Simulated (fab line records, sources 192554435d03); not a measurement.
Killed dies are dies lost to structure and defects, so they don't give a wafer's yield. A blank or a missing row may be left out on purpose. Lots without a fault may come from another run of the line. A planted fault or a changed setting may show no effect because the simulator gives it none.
Split-lot experiment | flow n5_finfet | 7 lots, 21 wafers read, on a route of 1938 steps

THE SPLIT
At N5_BEOL_M0_SAQP_PECVD_96 (deposits a-Si from SiH4/He, target thk 45 nm, time 45.2 s), the setting time_s was moved away from the recipe's 45.2 s on 4 of the 21 wafers read, by -12.3% to -5.5%. The other wafers ran this setting at the recipe's value.

The reading is taken at the split's own step.

THE READING
a-Si_of_BEOL_M0_SAQP_PECVD_96.thk_nm (the simulator's own value, which no gauge read), in nm, at N5_BEOL_M0_SAQP_PECVD_96 (deposits a-Si from SiH4/He, target thk 45 nm, time 45.2 s). The file gives no usual value for it. The 17 wafers here that ran the recipe average 45.1 nm, standard deviation 0.55 nm.

wafer  | tool, chamber at the split | time_s as run, s | against the recipe | a-Si_of_BEOL_M0_SAQP_PECVD_96.thk_nm, nm | against lot-mates on the recipe
L077.2 | pecvd-04, 0                | 39.66            | -12.3%             | 39.6                                     | -5.7
L077.4 | pecvd-04, 0                | 45.2             | recipe             | 45.2                                     | -
L077.6 | pecvd-04, 2                | 45.2             | recipe             | 45.4                                     | -
L074.3 | pecvd-04, 2                | 45.2             | recipe             | 45.4                                     | -
L074.4 | pecvd-04, 1                | 45.2             | recipe             | 46.8                                     | -
L074.6 | pecvd-04, 0                | 45.2             | recipe             | 45.8                                     | -
L079.4 | pecvd-03, 0                | 45.2             | recipe             | 45                                       | -
L079.5 | pecvd-03, 1                | 45.2             | recipe             | 44.8                                     | -
L079.6 | pecvd-03, 2                | 45.2             | recipe             | 44.6                                     | -
L082.1 | pecvd-03, 1                | 45.2             | recipe             | 44.6                                     | -
L082.5 | pecvd-03, 0                | 40.23            | -11.0%             | 40.8                                     | -3.8
L082.6 | pecvd-03, 2                | 40.23            | -11.0%             | 40.4                                     | -4.2
L085.3 | pecvd-03, 0                | 45.2             | recipe             | 44.4                                     | -
L085.4 | pecvd-03, 1                | 45.2             | recipe             | 44.8                                     | -
L085.6 | pecvd-03, 0                | 45.2             | recipe             | 45                                       | -
L087.4 | pecvd-03, 2                | 42.73            | -5.5%              | 43                                       | -2.3
L087.5 | pecvd-03, 1                | 45.2             | recipe             | 45.2                                     | -
L087.6 | pecvd-03, 0                | 45.2             | recipe             | 45.4                                     | -
L092.1 | pecvd-04, 2                | 45.2             | recipe             | 44.6                                     | -
L092.4 | pecvd-04, 0                | 45.2             | recipe             | 44.8                                     | -
L092.5 | pecvd-04, 2                | 45.2             | recipe             | 45.2                                     | -

THE FIT
A straight line over all 21 wafers: a-Si_of_BEOL_M0_SAQP_PECVD_96.thk_nm changes by +0.424 nm for each +1% of time_s; r = +0.96; the points scatter about the line by 0.54 nm.
The same after taking each lot's own level away (the mean of its wafers on the recipe; 21 wafers): +0.404 nm for each +1%; r = +0.98; scatter 0.37 nm.
On that fit, the largest move of time_s shifts the reading by 5 nm.
The lots' own levels span 44.60 to 46.00 nm, that is 2.5 times the standard deviation above.
So the lot-to-lot level changes the slope little: the two slopes agree.
Check: with one of the wafers moved furthest among these (-12.3%) left out of the fit, the line predicts -4.53 nm for it against its lot-mates. It came out at -5.7 nm against them.

OTHER SPLITS ON THESE WAFERS
These wafers also went through other splits before the reading. Each is held against what the fit with the lots' levels taken away leaves over:
other split on the same wafers               | wafers away from the commonest value | r with a-Si_of_BEOL_M0_SAQP_PECVD_96.thk_nm (lot level and that fit taken away)
N5_DUMMY_GATE_COAT_34 spin_rpm               | 8                                    | -0.26
N5_SD_EPI_N_ETCH_16 target_depth_a           | 8                                    | -0.11
N5_SD_EPI_N_EPI_21 epi_growth_time_s         | 6                                    | +0.23
N5_HKMG_FIN_ETCH_35 source_w                 | 10                                   | +0.32
N5_MOL_CONTACT_COAG_CONTACT_ETCH_14 source_w | 7                                    | +0.09
N5_MOL_CONTACT_COAG_EXPOSE_81 dose_mj        | 3                                    | -0.07
N5_MOL_CONTACT_COAG_ETCH_91 time_s           | 5                                    | -0.26

THE FILE'S OWN FIT
a-Si_of_BEOL_M0_SAQP_PECVD_96.thk_nm changes by +0.42 nm for each +1% of time_s, r = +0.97.
